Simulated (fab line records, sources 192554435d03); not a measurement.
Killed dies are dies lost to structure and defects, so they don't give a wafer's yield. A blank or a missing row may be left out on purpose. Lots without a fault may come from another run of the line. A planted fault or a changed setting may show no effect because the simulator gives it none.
One fault seen from 2 desks | flow n5_finfet | each desk has only its own numbers; what lay behind them comes last

THE METROLOGY DESK
What the gauges read, lot by lot, whatever tool the lot ran on: means of the sampled wafers that have a number. A lot is out of limits, marked OUT, if its mean lies more than 4 standard deviations from the usual mean; the brackets give that distance. Of its 10 readings 7 are shown: those that lie furthest out on some lot.
Columns: A = DIBL_N at N5_BEOL_M4_RC_MEAS_101, usual 36.0 mV/V; B = IOFF_N at N5_BEOL_M4_RC_MEAS_101, usual 0.16 nA/um; C = IOFF_P at N5_BEOL_M4_RC_MEAS_101, usual 0.21 nA/um; D = ION_N at N5_BEOL_M4_RC_MEAS_101, usual 672 uA/um; E = ION_P at N5_BEOL_M4_RC_MEAS_101, usual 461 uA/um; F = SS_P at N5_BEOL_M4_RC_MEAS_101, usual 73.2 mV/dec; G = VT_N at N5_BEOL_M4_RC_MEAS_101, usual 250 mV
lot  | first seen here | A    | B    | C    | D   | E   | F    | G
L646 | day 11 00:51    | 36.5 | 0.16 | 0.20 | 668 | 456 | 73.2 | 250
L653 | day 13 11:27    | 36.0 | 0.17 | 0.23 | 669 | 460 | 73.5 | 248
L654 | day 13 16:05    | 36.0 | 0.17 | 0.20 | 672 | 456 | 73.0 | 249
L661 | day 15 05:15    | 38.6 | 0.20 | 0.25 | 691 | 473 | 74.0 | 245
This desk's finding: nothing out of limits on any of the 4 lots.

THE TOOL OWNER'S DESK: ald_sin-03
The tool's own readings at N5_FIN_SAQP_ALD_61 (deposits SiO2, target thk 4 nm, pulse time 1 s, purge time 2 s): means of the sampled wafers that have a number, for each lot that ran on this tool. A lot is out of limits, marked OUT, if its mean lies more than 4 standard deviations from the usual mean; the brackets give that distance.
Columns: A = heater_power_w at N5_FIN_SAQP_ALD_61, usual 472 W; B = precursor_pulse_height_rel at N5_FIN_SAQP_ALD_61, usual 1.000
lot  | first seen here | A   | B
L646 | day 3 20:14     | 463 | 0.977
L653 | day 5 16:22     | 472 | 1.014
L654 | day 5 20:22     | 473 | 0.997
This desk's finding: nothing out of limits on any of the 3 lots.

PUT TOGETHER
The metrology desk saw nothing out of limits.
The tool owner's desk saw nothing out of limits.

WHAT THE SIMULATOR HAD PUT IN
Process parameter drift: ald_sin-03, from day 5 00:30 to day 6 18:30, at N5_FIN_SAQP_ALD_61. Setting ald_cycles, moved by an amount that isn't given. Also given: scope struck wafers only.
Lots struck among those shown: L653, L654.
